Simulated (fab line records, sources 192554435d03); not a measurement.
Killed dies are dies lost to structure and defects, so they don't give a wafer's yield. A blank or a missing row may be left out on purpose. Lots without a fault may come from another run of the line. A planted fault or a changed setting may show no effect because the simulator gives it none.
Which tool did it? | flow n5_finfet | 12 lots, 36 wafers sampled, at 4 steps of a route of 1938

WHAT THE GAUGES READ, wafer by wafer
N5_SD_EPI_N_INSPECT_11: inspects for defects (macro).
lot  | measured    | on                | raw_defect_count
L075 | day 3 15:52 | defect_inspect-02 | 1 3 6
L077 | day 3 21:41 | defect_inspect-02 | 4 1 0
L079 | day 4 06:50 | defect_inspect-02 | 2 2 1
L081 | day 4 19:38 | defect_inspect-02 | 2 5 5
L083 | day 5 08:33 | defect_inspect-01 | 1 3 3
L085 | day 5 19:07 | defect_inspect-02 | 0 2 1
L087 | day 6 08:15 | defect_inspect-01 | 2 2 3
L089 | day 6 18:19 | defect_inspect-02 | 4 0 5
L091 | day 7 05:34 | defect_inspect-02 | 5 2 3
L093 | day 7 19:13 | defect_inspect-02 | 1 5 4
L095 | day 8 08:13 | defect_inspect-01 | 2 3 1
L097 | day 8 19:46 | defect_inspect-02 | 1 2 0

WHICH TOOL RAN EACH LOT (tool, then ch and the chambers of the sampled wafers, then the start)
lot  | N5_DUMMY_GATE_ETCH_29             | N5_DUMMY_GATE_ETCH_44           | N5_SPACER0_ALD_00
L075 | rie_diel-04 ch 0,3, day 3 11:05   | rie_si-06 ch 1,2,3, day 3 12:01 | ald_sin-02 ch 2,3, day 3 15:07
L077 | rie_diel-02 ch 0,1,2, day 3 19:22 | rie_si-05 ch 1,3, day 3 20:14   | ald_sin-01 ch 0,1,2, day 3 20:49
L079 | rie_diel-03 ch 0,1,2, day 4 04:41 | rie_si-02 ch 0,2,3, day 4 05:23 | ald_sin-02 ch 1,2,3, day 4 05:58
L081 | rie_diel-02 ch 2,3, day 4 16:52   | rie_si-06 ch 1,2, day 4 17:42   | ald_sin-04 ch 0,1, day 4 18:46
L083 | rie_diel-02 ch 1,2,3, day 5 04:56 | rie_si-05 ch 0,1,3, day 5 05:37 | ald_sin-04 ch 0,1,3, day 5 07:41
L085 | rie_diel-04 ch 0,3, day 5 17:01   | rie_si-06 ch 1,3, day 5 17:43   | ald_sin-02 ch 1,2,3, day 5 18:23
L087 | rie_diel-04 ch 0,1,2, day 6 05:54 | rie_si-06 ch 0,2,3, day 6 06:35 | ald_sin-04 ch 0,2, day 6 07:23
L089 | rie_diel-03 ch 0,3, day 6 15:53   | rie_si-02 ch 0,2,3, day 6 16:46 | ald_sin-01 ch 1,2,3, day 6 17:27
L091 | rie_diel-04 ch 0,1, day 7 03:19   | rie_si-02 ch 0,2,3, day 7 04:00 | ald_sin-02 ch 0,1,3, day 7 04:42
L093 | rie_diel-03 ch 0,3, day 7 17:05   | rie_si-02 ch 0,1, day 7 17:46   | ald_sin-01 ch 0,3, day 7 18:21
L095 | rie_diel-02 ch 1,2,3, day 8 05:51 | rie_si-02 ch 0,1,2, day 8 06:41 | ald_sin-04 ch 0,1,2, day 8 07:21
L097 | rie_diel-03 ch 0,3, day 8 17:19   | rie_si-06 ch 1,2, day 8 18:01   | ald_sin-04 ch 0,2,3, day 8 19:02
- N5_DUMMY_GATE_ETCH_29: etches underlayer in N2/H2, target depth 13 nm.
- N5_DUMMY_GATE_ETCH_44: etches poly-Si in HBr/O2, stops on SiO2, target depth 127.5 nm.
- N5_SPACER0_ALD_00: deposits SiOCN, target thk 3.5 nm, pulse time 3 s, purge time 2 s.

THE ANSWER, worked out from the rows above alone
Rule: what is usual is taken from the lots themselves. Put in order of their means at a reading, lots are off if they are a third of the lots or fewer, leave a main group of 4 or more, and stand apart from it by a gap of 3 or more times the standard deviation of the main group's means; of several such gaps the widest counts. A main group whose means are all the same, to the digits that the tables above print for the reading, isn't used. A lot without any number at a reading at which 4 lots or more have one is off too. The other lots that the step has rows for count as sound.
No lot is off at any reading shown: from this, nothing can be told.

WHAT THE SIMULATOR HAD PUT IN
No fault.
